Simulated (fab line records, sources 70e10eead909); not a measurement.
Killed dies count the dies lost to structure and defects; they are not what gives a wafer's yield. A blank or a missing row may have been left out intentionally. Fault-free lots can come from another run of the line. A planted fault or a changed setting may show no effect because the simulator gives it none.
Chamber matching || flow nand_harc || rie_diel-01 running NHARC_A_CHANNEL_HOLE_D1_ETCH_44: 4 sister chambers
The step etches the open film in CF4/O2, target depth 140 nm, overetch 14 nm, time 77 s. 4 wafers are shown with their chamber, then 8 later ones without.

## WAFERS WITH THEIR CHAMBER
{"wafer": "L845.1", "chamber": 0, "drypump_motor_current_A (A)": 6.3}
{"wafer": "L846.5", "chamber": 1, "drypump_motor_current_A (A)": 5.5}
{"wafer": "L847.2", "chamber": 2, "drypump_motor_current_A (A)": 5.3}
{"wafer": "L851.3", "chamber": 3, "drypump_motor_current_A (A)": 5.3}

## WAFERS WITH NO CHAMBER GIVEN
{"wafer": "L851.4", "drypump_motor_current_A (A)": 5.3}
{"wafer": "L851.6", "drypump_motor_current_A (A)": 5.3}
{"wafer": "L852.1", "drypump_motor_current_A (A)": 5.4}
{"wafer": "L852.3", "drypump_motor_current_A (A)": 5.5}
{"wafer": "L852.4", "drypump_motor_current_A (A)": 5.3}
{"wafer": "L853.1", "drypump_motor_current_A (A)": 5.3}
{"wafer": "L853.4", "drypump_motor_current_A (A)": 5.4}
{"wafer": "L853.5", "drypump_motor_current_A (A)": 5.3}

## WHICH CHAMBER EACH ONE RAN IN
{"wafer": "L851.4", "from the rows above": "can't be placed: 2 or 3", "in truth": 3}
{"wafer": "L851.6", "from the rows above": "can't be placed: 2 or 3", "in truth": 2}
{"wafer": "L852.1", "from the rows above": "can't be placed: 1 or 2 or 3", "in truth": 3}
{"wafer": "L852.3", "from the rows above": 1, "in truth": 1}
{"wafer": "L852.4", "from the rows above": "can't be placed: 2 or 3", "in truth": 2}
{"wafer": "L853.1", "from the rows above": "can't be placed: 2 or 3", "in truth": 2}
{"wafer": "L853.4", "from the rows above": "can't be placed: 1 or 2 or 3", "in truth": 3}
{"wafer": "L853.5", "from the rows above": "can't be placed: 2 or 3", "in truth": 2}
Correctly placed: 1 of 8. Unplaceable from these rows: 7, with the true chamber sitting among the candidates in 7. 0 placed wrongly.
How it was worked out, from the rows above alone: a wafer's distance from a chamber is the root of the sum, over the readings, of the square of ((its reading less the chamber's mean) divided by the reading's scatter). The wafer belongs to the nearest chamber; if the next one is less than 2 further off, it can't be placed. Each chamber's mean is taken over the wafers shown for it. The scatter (one wafer shown for each chamber): square how far every hidden wafer sits from the nearest shown wafer, average those squares and take the square root.
